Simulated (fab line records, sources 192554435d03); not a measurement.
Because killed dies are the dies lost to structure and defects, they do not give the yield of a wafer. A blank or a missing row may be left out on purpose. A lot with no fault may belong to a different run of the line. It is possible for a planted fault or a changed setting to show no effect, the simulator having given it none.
A single fault, viewed from 2 desks	flow n5-finfet	numbers are kept per desk, each desk with only its own; the story behind them comes last

## THE TOOL OWNER'S DESK: litho-track-02
The tool's own readings at N5_BEOL_M6_COAT_64 (time 60 s, resist thk 12 nm): means of the sampled wafers that have a number, for each lot that ran on this tool. If a lot's mean is further than 4 standard deviations from the usual mean, the lot is out of limits and carries the mark OUT (the distance appears in the brackets).
Columns: A = plate-temp-C at N5_BEOL_M6_COAT_64, usual 220.02 C; B = spin-speed-rpm at N5_BEOL_M6_COAT_64, usual 1500.1 rpm
lot	first seen here	A	B
L680	day 9 12:10	220.00	1500.7
L683	day 10 17:37	219.93	1294.5 (-99 or more) OUT
L688	day 11 11:08	219.89	1293.8 (-99 or more) OUT
L702	day 15 00:11	219.98	1500.0
This desk's finding: out of limits on L683, L688; first on L683, day 10 17:37 (spin-speed-rpm at N5_BEOL_M6_COAT_64). Within limits: L680, L702.

## AT THE METROLOGY DESK
Means of the sampled wafers that have a number, per lot and without regard to the tool the lot ran on: this is what the gauges read. If a lot's mean is further than 4 standard deviations from the usual mean, the lot is out of limits and carries the mark OUT (the distance appears in the brackets).
Columns: A = M6_OVL at N5_BEOL_M6_OVL_MEAS_12, usual 0.2 nm
lot	first seen here	A
L679	day 9 01:43	0.6
L680	day 9 11:14	0.3
L683	day 10 16:58	0.1
L688	day 11 09:56	0.2
L692	day 12 07:51	0.8
L695	day 12 21:38	0.4
L697	day 13 14:21	1.4
L699	day 14 11:05	0.7
L702	day 14 20:55	-0.2
This desk found nothing out of limits on any of the 9 lots.

## ALL TOGETHER
On L683, L688, at day 10 17:37, an alarm was possible from the tool owner's desk.
The metrology desk saw nothing out of limits.
The metrology desk holds a record of L683, L688, inside its limits.
N5_BEOL_M6_COAT_64 was run on litho-track-02 by each of the lots named.

## WHAT THE SIMULATOR PUT IN
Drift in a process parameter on litho-track-02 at N5_BEOL_M6_COAT_64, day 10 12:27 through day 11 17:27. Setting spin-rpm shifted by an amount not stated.
Lots struck among those shown: L683, L688.
Time in hours from fault onset to the first out-of-limits reading at each desk: the tool owner's desk, 5.
